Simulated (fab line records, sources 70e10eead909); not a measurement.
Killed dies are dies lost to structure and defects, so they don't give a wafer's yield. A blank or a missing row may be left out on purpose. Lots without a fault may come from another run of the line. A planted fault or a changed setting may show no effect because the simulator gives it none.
A struck lot beside a sound one | flow nand_harc | 12 steps out of a route of 1302
Sound: wafers L360.2, L360.3, L360.6. Struck: wafer L380.4. (L380.2, L380.5 of the same lot were not struck and are left out.) The cause comes at the end.
At each step with rows: each side's tool, then ch and its chambers, then its first start. Under that, the readings that differ: sound wafers | struck wafers | difference of the means | sigmas: that difference in standard deviations of wafers without a fault.
alike: readings whose means differ by less than 2 such deviations, and words and numbers that are the same on both sides. not compared: withheld readings, readings that some wafer has no value for, bounds like >300 that may hide the same value, and numbers for which the record gives no deviation and whose values overlap.
The two part at a step that has a row with sigmas, a row that says differs or no value, or rows on one side only. Numbers that don't overlap but have no deviation are shown without sigmas and don't part them. A reading that every wafer of one side lacks parts them only if that side has two wafers or more.

first, 1 step without rows for these wafers: NHARC_A_SLIT_SRD_20.
NHARC_A_SLIT_CD_MEAS_21:
  sound on cd_sem-03, day 20 13:28; struck on cd_sem-03, day 28 09:29
  alike: cd_nm
then, 3 steps without rows for these wafers: NHARC_A_SIN_REMOVE_WET_00 (chemistry H3PO4, time 15300 s); NHARC_A_SIN_REMOVE_PRECLEAN_01 (cleans in SC1); NHARC_A_SIN_REMOVE_SRD_02.
NHARC_A_SIN_REMOVE_INSPECT_04:
  sound on defect_inspect-02, day 20 20:04; struck on defect_inspect-02, day 28 16:27
  alike: raw_defect_count
NHARC_A_WL_FILL_ALD_00: deposits Al2O3, target thk 3 nm, pulse time 3 s, ald cycles 30.
  sound on ald_hk-03 ch 0,2, day 20 20:08; struck on ald_hk-04 ch 0, day 28 16:35
  alike: heater_power_w, precursor_pulse_height_rel
  not compared: since_wet_clean_h
NHARC_A_WL_FILL_RTA_01: time 5 s.
  sound on rtp_anneal-01 ch 0, day 20 20:26; struck on rtp_anneal-02 ch 0, day 28 16:49
  reading            | sound          | struck | difference | sigmas
  lamp_power_pct (%) | 31.9 31.9 31.9 | 26.0   | -5.9       | -2
  alike: wafer_temp_C_max
NHARC_A_WL_FILL_ALD_02: deposits TiN, target thk 2 nm, pulse time 3 s, ald cycles 100.
  sound on ald_metal-03 ch 1,3, day 20 20:40; struck on ald_metal-04 ch 0, day 28 17:03
  reading                    | sound             | struck | difference | sigmas
  heater_power_w (W)         | 1029 1057 1024    | 1291   | +254       | +3
  precursor_pulse_height_rel | 1.008 0.981 1.003 | 0.951  | -0.046     | -2
  not compared: since_wet_clean_h
NHARC_A_WL_FILL_CVD_03: deposits W, target thk 40 nm, time 279 s.
  sound on cvd_w-01 ch 0,1, day 20 21:07; struck on cvd_w-01 ch 1, day 28 17:31
  alike: chamber_pressure_Torr, heater_power_w, throttle_valve_pct
  not compared: since_wet_clean_h
NHARC_A_WL_FILL_ETCHBACK_04: etches the open film in NF3, target depth 60 nm, time 120 s.
  sound on rie_metal-01 ch 0,1, day 20 21:26; struck on rie_metal-01 ch 1, day 28 17:53
  reading               | sound             | struck | difference | sigmas
  oes_product_au (a.u.) | 1.007 0.998 1.000 | 0.983  | -0.019     | -2
  run_length_s (s)      | 141.1 140.8 141.4 | 100.2  | -40.9      | -99 or more
  alike: drypump_motor_current_A
  not compared: rf_hours_counter_h
NHARC_A_WL_FILL_ETCHBACK_05: etches the open film in Cl2/BCl3, target depth 22 nm, time 60 s.
  sound on rie_metal-01 ch 0,1, day 20 21:41; struck on rie_metal-01 ch 1, day 28 18:07
  alike: drypump_motor_current_A, oes_product_au, run_length_s
  not compared: rf_hours_counter_h

WHERE THEY PART
First at NHARC_A_WL_FILL_RTA_01; last, within this record, at NHARC_A_WL_FILL_ETCHBACK_04. Later steps at which nothing parts them and some readings are alike: NHARC_A_WL_FILL_ETCHBACK_05.

WHY: what the simulator had put in
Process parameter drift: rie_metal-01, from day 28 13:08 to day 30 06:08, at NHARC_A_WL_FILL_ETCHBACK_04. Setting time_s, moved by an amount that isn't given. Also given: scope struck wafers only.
